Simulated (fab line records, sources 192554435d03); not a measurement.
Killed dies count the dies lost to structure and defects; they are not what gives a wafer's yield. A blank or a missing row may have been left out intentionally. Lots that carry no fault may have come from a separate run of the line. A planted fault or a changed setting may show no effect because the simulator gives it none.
Problem report, 8D (eight disciplines) form, completed by code | flow n5 finfet | the parts of the form that need people (team, actions taken, sign-off) are left out

== 1. WHAT WENT WRONG ==
Wafers free of any fault read 2 nm (standard deviation 5.1) for V13_OVL at N5_BEOL_M14_OVL_MEAS_11, against a mean of 41 nm on 6 wafers of 2 lots. Measured from the usual mean, that is +7.6 standard deviations.
Earliest sighting: wafer L448.3 on overlay-02 at day 14 15:34. At this step, 29 wafers from 10 lots have a number in the record. The rule behind "out" and "out of limits": a value lying over 4 standard deviations away from the usual mean. Any other wafer with a number is counted as sound.

== 2. WHAT IT IS, AND WHAT IT ISN'T ==
question                    | is                     | is not
which readings at this step | V13_OVL                | -
which lots                  | L448, L449             | L439, L440, L441, L442, L443, L454, L455, L458
which wafers of those lots  | all that have a number | -
read on which gauges        | overlay-02             | overlay-01
when                        | from day 14 15:34      | up to then (14 sound wafers); but 9 sound wafers of L454, L455, L458 came after

== 3. THE SUSPECTS, EACH WITH WHAT RULES IT OUT ==
Counting: a tool at a process step up to the reading stays a suspect if it ran every lot that is out and no sound lot after the first of them.
- the gauge at N5_BEOL_M14_OVL_MEAS_11: kept. All the wafers that are out were read on overlay-02, and no step on other tools shows them out.
- krf scanner-02 at N5_BEOL_M14_EXPOSE_07 (exposes mask V13): kept. It processed each lot that is out, first L448 at day 14 15:22, and no sound lot thereafter; up to then, the last sound lot it processed was L442 at day 13 21:03.
What counting leaves: krf scanner-02 at N5_BEOL_M14_EXPOSE_07 and overlay-02 at N5_BEOL_M14_OVL_MEAS_11.

== 4. THE CAUSE (what the simulator had put in) ==
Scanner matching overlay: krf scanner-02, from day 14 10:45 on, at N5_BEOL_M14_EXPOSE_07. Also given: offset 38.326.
Counting leaves 2 suspects; this tool is one of them.

== 5. SEQUENCE OF EFFECTS, ordered by route ==
Each row: a reading whose mean over the struck wafers that have a number lies more than 3 standard deviations from the usual. Scope: only readings with a usual standard deviation given in the record; hours: median across lots of the time from each lot's start at the first step in this table that gives one to its start at this step; sigmas: change in usual standard deviations.
hours | step                    | reading | usual | on struck wafers | change | sigmas
0     | N5_BEOL_M14_OVL_MEAS_11 | V13_OVL | 2 nm  | 41               | +39    | +7.6

== 6. WHAT WOULD HAVE CAUGHT IT SOONER ==
Counted from the fault's start at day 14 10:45, it took 5 hours until the first out-of-limits reading at a measuring or inspecting step in this record, taken at day 14 15:34.
No tool reading at N5_BEOL_M14_EXPOSE_07 that has a usual standard deviation in the record was out on any struck wafer, so an alarm limit of 4 standard deviations on those readings would not have fired.
Lots out: 2; of these, L449 started N5_BEOL_M14_EXPOSE_07 on krf scanner-02 after day 14 15:34. A tool hold placed at that time would have kept it from harm.
